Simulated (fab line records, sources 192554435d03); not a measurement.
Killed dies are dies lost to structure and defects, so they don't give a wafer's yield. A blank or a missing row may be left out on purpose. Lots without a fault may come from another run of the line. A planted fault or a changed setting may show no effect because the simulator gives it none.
A sampling plan put to the test | flow n5_finfet | one fab line, 31 faults that these records tell of, each judged on the records of the lots that it struck
The plan is the line's own looks: the steps of the route at which a gauge or an inspection reads the wafer and doesn't change it. A look can be judged if struck wafers have a number there and the file gives its usual mean and standard deviation on fault-free wafers. Caught: at a look after the fault's first step, the mean of the struck wafers lies 4 or more of those standard deviations (sigma) from the usual mean. On the tool: the same test on the tool's own readings at the fault's steps. Another recipe on the struck wafers, or a record that is blank for them alone, also counts as caught.

THE FAULTS, as the simulator had put them in
1. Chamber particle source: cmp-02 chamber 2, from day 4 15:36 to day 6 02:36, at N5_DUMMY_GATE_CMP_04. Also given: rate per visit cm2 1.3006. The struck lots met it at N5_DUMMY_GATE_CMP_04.
2. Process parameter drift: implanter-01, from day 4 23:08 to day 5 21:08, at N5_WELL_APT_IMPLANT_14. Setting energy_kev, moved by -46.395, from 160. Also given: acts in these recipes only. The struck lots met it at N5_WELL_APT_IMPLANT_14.
3. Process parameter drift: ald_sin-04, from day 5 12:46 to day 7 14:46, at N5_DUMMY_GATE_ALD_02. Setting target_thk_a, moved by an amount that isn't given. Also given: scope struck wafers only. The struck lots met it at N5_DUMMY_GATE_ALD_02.
4. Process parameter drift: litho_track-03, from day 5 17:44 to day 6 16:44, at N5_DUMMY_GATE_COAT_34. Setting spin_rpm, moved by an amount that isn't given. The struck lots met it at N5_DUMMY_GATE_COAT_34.
5. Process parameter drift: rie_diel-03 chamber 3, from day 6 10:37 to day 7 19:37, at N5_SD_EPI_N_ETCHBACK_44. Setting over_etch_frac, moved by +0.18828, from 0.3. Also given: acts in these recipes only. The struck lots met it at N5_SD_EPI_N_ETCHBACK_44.
6. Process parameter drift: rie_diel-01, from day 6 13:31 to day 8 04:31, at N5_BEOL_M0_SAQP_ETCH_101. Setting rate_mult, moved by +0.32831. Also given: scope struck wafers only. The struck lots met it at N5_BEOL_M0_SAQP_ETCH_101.
7. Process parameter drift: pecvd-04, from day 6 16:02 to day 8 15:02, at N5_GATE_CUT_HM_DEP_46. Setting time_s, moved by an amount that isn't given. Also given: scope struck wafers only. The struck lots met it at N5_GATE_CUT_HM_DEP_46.
8. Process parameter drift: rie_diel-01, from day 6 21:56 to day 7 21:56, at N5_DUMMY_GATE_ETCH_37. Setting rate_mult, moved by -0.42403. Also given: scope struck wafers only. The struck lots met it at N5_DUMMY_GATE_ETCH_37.
9. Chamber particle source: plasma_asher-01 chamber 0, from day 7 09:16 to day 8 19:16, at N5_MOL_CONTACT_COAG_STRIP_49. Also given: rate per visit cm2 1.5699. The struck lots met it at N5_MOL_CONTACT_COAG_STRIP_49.
10. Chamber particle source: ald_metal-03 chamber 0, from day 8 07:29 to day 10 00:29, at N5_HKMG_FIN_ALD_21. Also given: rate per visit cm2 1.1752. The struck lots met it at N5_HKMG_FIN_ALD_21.
11. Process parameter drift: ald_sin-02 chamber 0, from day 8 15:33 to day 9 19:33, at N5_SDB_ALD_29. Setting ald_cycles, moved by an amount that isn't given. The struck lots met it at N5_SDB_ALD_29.
12. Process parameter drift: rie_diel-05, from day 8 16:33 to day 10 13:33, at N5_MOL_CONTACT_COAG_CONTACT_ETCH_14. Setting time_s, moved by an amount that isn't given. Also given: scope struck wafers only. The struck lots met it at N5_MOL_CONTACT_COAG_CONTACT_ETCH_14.
13. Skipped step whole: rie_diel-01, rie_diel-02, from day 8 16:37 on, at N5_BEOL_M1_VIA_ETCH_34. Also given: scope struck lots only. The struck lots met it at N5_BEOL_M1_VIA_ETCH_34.
14. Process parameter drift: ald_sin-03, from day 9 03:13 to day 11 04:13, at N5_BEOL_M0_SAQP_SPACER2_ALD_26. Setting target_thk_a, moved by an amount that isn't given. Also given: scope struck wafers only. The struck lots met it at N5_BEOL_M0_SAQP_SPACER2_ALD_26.
15. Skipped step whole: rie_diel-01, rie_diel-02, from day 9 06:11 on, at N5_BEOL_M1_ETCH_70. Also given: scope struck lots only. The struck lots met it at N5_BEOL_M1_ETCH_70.
16. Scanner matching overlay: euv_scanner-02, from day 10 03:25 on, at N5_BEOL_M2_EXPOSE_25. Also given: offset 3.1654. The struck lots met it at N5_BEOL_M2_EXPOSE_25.
17. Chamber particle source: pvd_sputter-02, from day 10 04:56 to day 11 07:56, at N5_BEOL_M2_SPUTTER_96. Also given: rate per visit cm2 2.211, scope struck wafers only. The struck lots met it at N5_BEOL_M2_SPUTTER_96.
18. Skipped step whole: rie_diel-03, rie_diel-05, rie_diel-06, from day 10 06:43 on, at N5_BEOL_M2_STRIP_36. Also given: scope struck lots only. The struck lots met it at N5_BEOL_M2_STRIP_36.
19. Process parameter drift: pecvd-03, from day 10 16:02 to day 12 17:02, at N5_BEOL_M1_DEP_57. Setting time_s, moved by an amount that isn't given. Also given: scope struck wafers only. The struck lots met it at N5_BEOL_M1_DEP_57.
20. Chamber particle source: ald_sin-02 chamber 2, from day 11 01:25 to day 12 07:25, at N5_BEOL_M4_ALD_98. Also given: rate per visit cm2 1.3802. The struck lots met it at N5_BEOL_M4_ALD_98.
21. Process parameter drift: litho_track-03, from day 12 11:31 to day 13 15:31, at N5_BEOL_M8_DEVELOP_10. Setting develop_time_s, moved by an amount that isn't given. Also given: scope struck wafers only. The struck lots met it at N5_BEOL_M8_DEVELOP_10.
22. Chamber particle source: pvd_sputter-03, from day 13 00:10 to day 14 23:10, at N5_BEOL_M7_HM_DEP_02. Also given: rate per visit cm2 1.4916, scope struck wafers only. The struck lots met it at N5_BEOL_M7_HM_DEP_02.
23. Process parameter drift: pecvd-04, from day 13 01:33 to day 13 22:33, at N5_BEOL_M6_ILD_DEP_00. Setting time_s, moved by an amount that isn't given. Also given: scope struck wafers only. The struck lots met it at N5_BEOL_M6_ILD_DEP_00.
24. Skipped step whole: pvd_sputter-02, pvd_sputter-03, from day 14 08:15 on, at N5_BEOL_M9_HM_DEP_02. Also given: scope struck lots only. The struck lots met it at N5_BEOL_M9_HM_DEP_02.
25. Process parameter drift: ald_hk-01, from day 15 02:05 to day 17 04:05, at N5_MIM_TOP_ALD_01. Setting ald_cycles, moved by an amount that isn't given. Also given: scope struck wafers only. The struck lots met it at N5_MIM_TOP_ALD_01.
26. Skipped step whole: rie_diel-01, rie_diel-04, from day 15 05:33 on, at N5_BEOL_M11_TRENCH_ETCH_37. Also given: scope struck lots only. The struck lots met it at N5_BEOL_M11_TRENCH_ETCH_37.
27. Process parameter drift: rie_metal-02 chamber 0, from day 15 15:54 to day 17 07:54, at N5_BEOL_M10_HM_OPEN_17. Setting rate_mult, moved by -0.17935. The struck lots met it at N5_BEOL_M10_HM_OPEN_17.
28. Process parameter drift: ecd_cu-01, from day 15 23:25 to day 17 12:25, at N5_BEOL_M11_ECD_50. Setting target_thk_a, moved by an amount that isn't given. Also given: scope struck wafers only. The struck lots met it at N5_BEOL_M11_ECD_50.
29. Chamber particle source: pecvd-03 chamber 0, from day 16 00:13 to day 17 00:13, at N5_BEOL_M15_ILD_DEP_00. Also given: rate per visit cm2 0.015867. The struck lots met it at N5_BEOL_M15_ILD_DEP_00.
30. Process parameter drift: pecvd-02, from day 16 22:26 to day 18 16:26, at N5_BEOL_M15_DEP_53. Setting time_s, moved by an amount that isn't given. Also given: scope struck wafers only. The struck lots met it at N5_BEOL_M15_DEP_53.
31. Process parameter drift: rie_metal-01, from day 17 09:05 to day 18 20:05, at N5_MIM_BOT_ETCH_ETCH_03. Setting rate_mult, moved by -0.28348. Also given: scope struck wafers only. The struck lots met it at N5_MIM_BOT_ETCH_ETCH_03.

WHAT THE PLAN SAW
fault | on the tool itself                               | first look that catches it                      | reading, sigma                                              | median hours from its first step to that look | hours from the fault's start to the first struck lot there | judged looks passed uncaught
1     | under 2 sigma                                    | N5_DUMMY_GATE_INSPECT_17                        | raw_defect_count +13                                        | 4.7                                           | 9                                                          | 0
2     | beam_energy_keV -99 or beyond sigma              | N5_BEOL_M4_RC_MEAS_101                          | RS_NWELL +32                                                | 203.2                                         | 193                                                        | 1
3     | under 2 sigma                                    | not the one look that can be judged after it    | -                                                           | -                                             | -                                                          | 1
4     | spin_speed_rpm +42 sigma                         | not the one look that can be judged after it    | -                                                           | -                                             | -                                                          | 1
5     | under 2 sigma                                    | not the one look that can be judged after it    | -                                                           | -                                             | -                                                          | 1
6     | under 2 sigma                                    | not the one look that can be judged after it    | -                                                           | -                                             | -                                                          | 1
7     | under 2 sigma                                    | N5_GATE_CUT_THK_MEAS_24                         | GC_FILL_THK -28                                             | 3.1                                           | 6                                                          | 0
8     | under 2 sigma                                    | N5_DUMMY_GATE_CD_MEAS_50                        | cd_nm +4.5                                                  | 0.4                                           | 1                                                          | 0
9     | under 2 sigma                                    | none of the 2 looks that can be judged after it | -                                                           | -                                             | -                                                          | 2
10    | under 2 sigma                                    | not the one look that can be judged after it    | -                                                           | -                                             | -                                                          | 1
11    | under 2 sigma                                    | not the one look that can be judged after it    | -                                                           | -                                             | -                                                          | 1
12    | run_length_s -20 sigma                           | no look after it can be judged                  | -                                                           | -                                             | -                                                          | 0
13    | the tool's record is blank for the struck wafers | not the one look that can be judged after it    | -                                                           | -                                             | -                                                          | 1
14    | under 2 sigma                                    | N5_BEOL_M0_SAQP_CD_MEAS_29                      | cd_nm -41                                                   | 0.8                                           | 12                                                         | 0
15    | the tool's record is blank for the struck wafers | no look after it can be judged                  | -                                                           | -                                             | -                                                          | 0
16    | no reading that can be judged                    | N5_BEOL_M2_OVL_MEAS_29                          | V1_OVL +4.7                                                 | 0.2                                           | 9                                                          | 1
17    | under 2 sigma                                    | no look after it can be judged                  | -                                                           | -                                             | -                                                          | 0
18    | the tool's record is blank for the struck wafers | no look after it can be judged                  | -                                                           | -                                             | -                                                          | 0
19    | under 2 sigma                                    | none of the 2 looks that can be judged after it | -                                                           | -                                             | -                                                          | 2
20    | under 2 sigma                                    | no look after it can be judged                  | -                                                           | -                                             | -                                                          | 0
21    | no reading that can be judged                    | none of the 2 looks that can be judged after it | strongest: cd_nm at N5_BEOL_M8_CD_MEAS_11, -3.5             | -                                             | -                                                          | 2
22    | under 2 sigma                                    | N5_BEOL_M7_INSPECT_13                           | raw_defect_count +8.5                                       | 0.6                                           | 27                                                         | 0
23    | under 2 sigma                                    | N5_BEOL_M6_THK_MEAS_01                          | M6_ILD_THK -25                                              | 0.6                                           | 11                                                         | 0
24    | the tool's record is blank for the struck wafers | no look after it can be judged                  | -                                                           | -                                             | -                                                          | 0
25    | under 2 sigma                                    | no look after it can be judged                  | -                                                           | -                                             | -                                                          | 0
26    | the tool's record is blank for the struck wafers | N5_BEOL_M11_OCD_MEAS_38                         | trench_depth_nm -74                                         | 0.2                                           | 3                                                          | 0
27    | under 2 sigma                                    | no look after it can be judged                  | -                                                           | -                                             | -                                                          | 0
28    | no reading that can be judged                    | no look after it can be judged                  | -                                                           | -                                             | -                                                          | 0
29    | under 2 sigma                                    | none of the 2 looks that can be judged after it | strongest: raw_defect_count at N5_BEOL_M15_INSPECT_12, +3.9 | -                                             | -                                                          | 2
30    | under 2 sigma                                    | not the one look that can be judged after it    | -                                                           | -                                             | -                                                          | 1
31    | under 2 sigma                                    | no look after it can be judged                  | -                                                           | -                                             | -                                                          | 0
A dash: the fault isn't caught, or these records don't give the number.

Caught at a look: 9 of 31. Caught on the tool: 8 of 31. By one or the other: 15 of 31.
Caught on the tool alone: faults 4, 12, 13, 15, 18, 24.
Caught at a look alone: faults 1, 7, 8, 14, 16, 22, 23.
Caught by neither: faults 3, 5, 6, 9, 10, 11, 17, 19, 20, 21, 25, 27, 28, 29, 30, 31.

THINNER SAMPLING
If the look that catches a fault measured only every second or every third lot, by lot number, the first struck lot would be measured this late in the worst case:
fault | struck lots at that look, in order of time | every lot | every second lot | every third lot
1     | L526, L527, L528                           | 9 h       | 13 h             | 20 h
2     | L519, L520                                 | 193 h     | 238 h            | may miss all 2
7     | L490, L491, L492                           | 6 h       | 14 h             | 17 h
8     | L359                                       | 1 h       | may miss it      | may miss it
14    | L173, L175, L178                           | 12 h      | 46 h             | may miss all 3
16    | L625, L626                                 | 9 h       | 17 h             | may miss all 2
22    | L770                                       | 27 h      | may miss it      | may miss it
23    | L574, L570                                 | 11 h      | may miss all 2   | may miss all 2
26    | L607, L605                                 | 3 h       | may miss all 2   | may miss all 2
Hours are from the fault's start to the first struck lot that is measured. The limit of 4 sigma was tested on all struck wafers together, so one lot alone may lie under it. Other struck lots may not be in these records.

THE LONGEST TIMED WAY FROM STEP TO LOOK
Fault 2: a median of 203.2 hours passes between N5_WELL_APT_IMPLANT_14 and N5_BEOL_M4_RC_MEAS_101. The look between them that can be judged stayed within 4 sigma: N5_WELL_APT_CD_MEAS_25.
